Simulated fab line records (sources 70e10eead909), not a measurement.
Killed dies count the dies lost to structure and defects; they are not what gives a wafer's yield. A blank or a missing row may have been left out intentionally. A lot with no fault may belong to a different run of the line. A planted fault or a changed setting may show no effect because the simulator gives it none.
Which of the tools did it? :: flow nand-harc :: 36 wafers from 12 lots sampled at 6 of the route's 1302 steps

== WHAT THE GAUGES SHOWED, per wafer ==
NHARC_P_BONDPAD_OVL_MEAS_38.
lot: L075
measured: day 7 00:11
on: overlay-01
overlay-x-nm (nm): 2 2 2

lot: L077
measured: day 8 00:22
on: overlay-01
overlay-x-nm (nm): 4 4 5

lot: L079
measured: day 8 16:12
on: overlay-02
overlay-x-nm (nm): 7 7 6

lot: L081
measured: day 9 11:53
on: overlay-02
overlay-x-nm (nm): 3 3 3

lot: L083
measured: day 10 09:24
on: overlay-01
overlay-x-nm (nm): 7 7 8

lot: L085
measured: day 11 01:47
on: overlay-01
overlay-x-nm (nm): -3 -3 -3

lot: L087
measured: day 12 01:38
on: overlay-01
overlay-x-nm (nm): 0 0 0

lot: L088
measured: day 12 18:34
on: overlay-02
overlay-x-nm (nm): -3 -3 -4

lot: L091
measured: day 13 14:33
on: overlay-01
overlay-x-nm (nm): -8 -7 -7

lot: L093
measured: day 14 16:22
on: overlay-02
overlay-x-nm (nm): -12 -12 -12

lot: L095
measured: day 15 09:10
on: overlay-02
overlay-x-nm (nm): 3 4 4

lot: L097
measured: day 16 04:48
on: overlay-01
overlay-x-nm (nm): 1 1 1

== WHAT TOOL EACH LOT RAN ON (gives the tool, then ch and the chambers of the sampled wafers, and finally the start) ==
lot: L075
NHARC_P_M0_PRE_CLEAN_31: pecvd-02 ch 0,2, day 6 14:04
NHARC_P_M1_DESCUM_14: rie-diel-05 ch 0,1,3, day 6 15:27
NHARC_P_M1_PVD_21: pvd-sputter-03, day 6 17:19 or earlier
NHARC_P_M1_ANNEAL_31: rtp-anneal-02 ch 0, day 6 17:19
NHARC_P_M1_DEP_33: pecvd-04 ch 1,2, day 6 18:19

lot: L077
NHARC_P_M0_PRE_CLEAN_31: pecvd-02 ch 0,1,2, day 7 14:14
NHARC_P_M1_DESCUM_14: rie-diel-08 ch 0,1,3, day 7 15:43
NHARC_P_M1_PVD_21: pvd-sputter-03, day 7 17:38 or earlier
NHARC_P_M1_ANNEAL_31: rtp-anneal-01 ch 0, day 7 17:38
NHARC_P_M1_DEP_33: pecvd-01 ch 0,1,2, day 7 18:34

lot: L079
NHARC_P_M0_PRE_CLEAN_31: pecvd-04 ch 1,2, day 8 06:04
NHARC_P_M1_DESCUM_14: rie-diel-09 ch 1,2, day 8 07:34
NHARC_P_M1_PVD_21: pvd-sputter-01, day 8 09:22 or earlier
NHARC_P_M1_ANNEAL_31: rtp-anneal-02 ch 0, day 8 09:22
NHARC_P_M1_DEP_33: pecvd-04 ch 0,1,2, day 8 10:25

lot: L081
NHARC_P_M0_PRE_CLEAN_31: pecvd-01 ch 0,1,2, day 9 01:44
NHARC_P_M1_DESCUM_14: rie-diel-09 ch 0,1,3, day 9 03:14
NHARC_P_M1_PVD_21: pvd-sputter-02, day 9 05:04 or earlier
NHARC_P_M1_ANNEAL_31: rtp-anneal-02 ch 0, day 9 05:04
NHARC_P_M1_DEP_33: pecvd-02 ch 0,1, day 9 06:03

lot: L083
NHARC_P_M0_PRE_CLEAN_31: pecvd-01 ch 1,2, day 9 22:51
NHARC_P_M1_DESCUM_14: rie-diel-08 ch 1,3, day 10 00:13
NHARC_P_M1_PVD_21: pvd-sputter-01, day 10 02:14 or earlier
NHARC_P_M1_ANNEAL_31: rtp-anneal-02 ch 0, day 10 02:14
NHARC_P_M1_DEP_33: pecvd-01 ch 0,1, day 10 03:05

lot: L085
NHARC_P_M0_PRE_CLEAN_31: pecvd-01 ch 0,2, day 10 15:55
NHARC_P_M1_DESCUM_14: rie-diel-09 ch 0,2,3, day 10 17:18
NHARC_P_M1_PVD_21: pvd-sputter-03, day 10 19:04 or earlier
NHARC_P_M1_ANNEAL_31: rtp-anneal-02 ch 0, day 10 19:04
NHARC_P_M1_DEP_33: pecvd-04 ch 0,1, day 10 20:04

lot: L087
NHARC_P_M0_PRE_CLEAN_31: pecvd-01 ch 0,1, day 11 15:51
NHARC_P_M1_DESCUM_14: rie-diel-08 ch 0,1,3, day 11 17:13
NHARC_P_M1_PVD_21: pvd-sputter-02, day 11 18:58 or earlier
NHARC_P_M1_ANNEAL_31: rtp-anneal-01 ch 0, day 11 18:58
NHARC_P_M1_DEP_33: pecvd-01 ch 0,1,2, day 11 19:58

lot: L088
NHARC_P_M0_PRE_CLEAN_31: pecvd-02 ch 0,2, day 12 08:26
NHARC_P_M1_DESCUM_14: rie-diel-05 ch 1,2, day 12 09:56
NHARC_P_M1_PVD_21: pvd-sputter-01, day 12 11:40 or earlier
NHARC_P_M1_ANNEAL_31: rtp-anneal-01 ch 0, day 12 11:40
NHARC_P_M1_DEP_33: pecvd-02 ch 0,1,2, day 12 12:41

lot: L091
NHARC_P_M0_PRE_CLEAN_31: pecvd-01 ch 1,2, day 13 04:41
NHARC_P_M1_DESCUM_14: rie-diel-08 ch 0,1,3, day 13 06:05
NHARC_P_M1_PVD_21: pvd-sputter-02, day 13 07:51 or earlier
NHARC_P_M1_ANNEAL_31: rtp-anneal-01 ch 0, day 13 07:51
NHARC_P_M1_DEP_33: pecvd-01 ch 0,1,2, day 13 08:49

lot: L093
NHARC_P_M0_PRE_CLEAN_31: pecvd-02 ch 0,1, day 14 06:13
NHARC_P_M1_DESCUM_14: rie-diel-09 ch 0,2,3, day 14 07:41
NHARC_P_M1_PVD_21: pvd-sputter-02, day 14 09:29 or earlier
NHARC_P_M1_ANNEAL_31: rtp-anneal-02 ch 0, day 14 09:29
NHARC_P_M1_DEP_33: pecvd-02 ch 0,1,2, day 14 10:27

lot: L095
NHARC_P_M0_PRE_CLEAN_31: pecvd-02 ch 0,1,2, day 14 22:37
NHARC_P_M1_DESCUM_14: rie-diel-05 ch 1,2, day 15 00:08
NHARC_P_M1_PVD_21: pvd-sputter-02, day 15 02:23 or earlier
NHARC_P_M1_ANNEAL_31: rtp-anneal-01 ch 0, day 15 02:23
NHARC_P_M1_DEP_33: pecvd-02 ch 0,1,2, day 15 03:18

lot: L097
NHARC_P_M0_PRE_CLEAN_31: pecvd-01 ch 1,2, day 15 18:47
NHARC_P_M1_DESCUM_14: rie-diel-05 ch 0,1,3, day 15 20:17
NHARC_P_M1_PVD_21: pvd-sputter-01, day 15 22:06 or earlier
NHARC_P_M1_ANNEAL_31: rtp-anneal-02 ch 0, day 15 22:06
NHARC_P_M1_DEP_33: pecvd-01 ch 0,1,2, day 15 23:01
- NHARC_P_M0_PRE_CLEAN_31: time 12 s.
- NHARC_P_M1_DESCUM_14: chemistry O2, time 3 s.
- NHARC_P_M1_PVD_21: deposits Cu, target thk 30 nm, time 20.49 s.
- NHARC_P_M1_ANNEAL_31: time 90 s.
- NHARC_P_M1_DEP_33: deposits SiCN, target thk 30 nm.

== THE ANSWER, worked out from the rows above alone ==
Rule: usual is defined by the lots themselves. The widest of any qualifying gaps counts: lots, ordered by their means at a reading, are off when they make up no more than a third of the lots, leave a main group of 4 or more, and stand apart from it by 3 or more times the standard deviation of that group's means. If all means in a main group match to the digits the tables above print for the reading, that group is not used. Also off: a lot with no number at a reading for which 4 or more lots have one. The other lots that the step has rows for count as sound.
No lot is off on any of the readings shown, so nothing can be concluded from this.

== WHAT HAD BEEN PUT IN BY THE SIMULATOR ==
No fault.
